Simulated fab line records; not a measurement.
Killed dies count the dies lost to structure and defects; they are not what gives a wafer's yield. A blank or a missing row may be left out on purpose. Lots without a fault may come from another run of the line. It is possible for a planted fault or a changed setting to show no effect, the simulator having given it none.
Matching of chambers -- flow n5_finfet -- uv_cure-03 running N5_BEOL_M11_CURE_72: 3 sister chambers
The step cures SiCOH lowk, time 120 s. 24 wafers are shown with their chamber, then 12 later ones without.

## WAFERS PAIRED WITH THEIR CHAMBERS
wafer,chamber,wafer_temp_C_max,lamp_power_pct (%)
L077.4,0,372.5,52.30
L077.5,0,372.1,52.32
L077.6,0,372.7,52.25
L079.1,2,371.4,52.36
L079.4,2,371.5,52.39
L079.6,2,371.6,52.36
L081.1,0,372.0,52.34
L081.2,0,371.9,52.36
L081.6,0,372.2,52.28
L085.1,1,372.1,52.34
L085.4,1,372.1,52.35
L085.6,1,372.2,52.41
L086.2,2,370.6,52.30
L086.4,2,371.1,52.30
L086.5,2,371.2,52.34
L090.2,1,371.7,52.23
L090.4,1,372.3,52.36
L090.6,1,371.7,52.41
L091.1,1,371.9,52.21
L091.3,1,372.0,52.32
L091.4,1,371.9,52.36
L091.2,1,372.2,52.28
L091.5,1,371.8,52.36
L091.6,1,371.9,52.28

SIGNATURES (averages over the wafers above)
reading,chamber 0,chamber 1,chamber 2,scatter within a chamber
wafer_temp_C_max,372.233,371.983,371.233,0.273
lamp_power_pct,52.3083,52.3258,52.3417,0.0534
Rule: a wafer lies at a distance from a chamber equal to the root of the sum of squares, over the readings, of (its reading less the chamber's mean, divided by the reading's scatter). If the next closest chamber is less than 2 further off than the closest, the wafer can't be placed; otherwise it belongs to the closest. The scatter is the square root of a quotient: the sum, over the shown wafers, of each reading's squared deviation from its chamber's mean, divided by wafers minus chambers.

## WAFERS WHOSE CHAMBER IS MISSING
wafer,wafer_temp_C_max,lamp_power_pct (%)
L095.2,371.0,52.32
L095.5,371.0,52.20
L095.6,370.8,52.40
L093.2,372.2,52.29
L093.4,371.7,52.28
L093.6,372.6,52.28
L096.2,371.9,52.33
L096.5,372.0,52.28
L096.6,372.0,52.27
L094.1,371.4,52.28
L094.3,371.4,52.35
L094.4,371.2,52.34

## WHICH CHAMBER EACH WENT THROUGH
wafer,from the rows above,in truth
L095.2,2,2
L095.5,can't be placed: 2 or 1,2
L095.6,2,2
L093.2,can't be placed: 0 or 1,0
L093.4,can't be placed: 1 or 0 or 2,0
L093.6,can't be placed: 0 or 1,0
L096.2,can't be placed: 1 or 0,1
L096.5,can't be placed: 1 or 0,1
L096.6,can't be placed: 1 or 0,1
L094.1,can't be placed: 2 or 1 or 0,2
L094.3,can't be placed: 2 or 1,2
L094.4,2,2
3 of 12 placed correctly. Can't be placed from these rows: 9 (the true chamber is among the candidates in 9). Wrongly placed: 0.
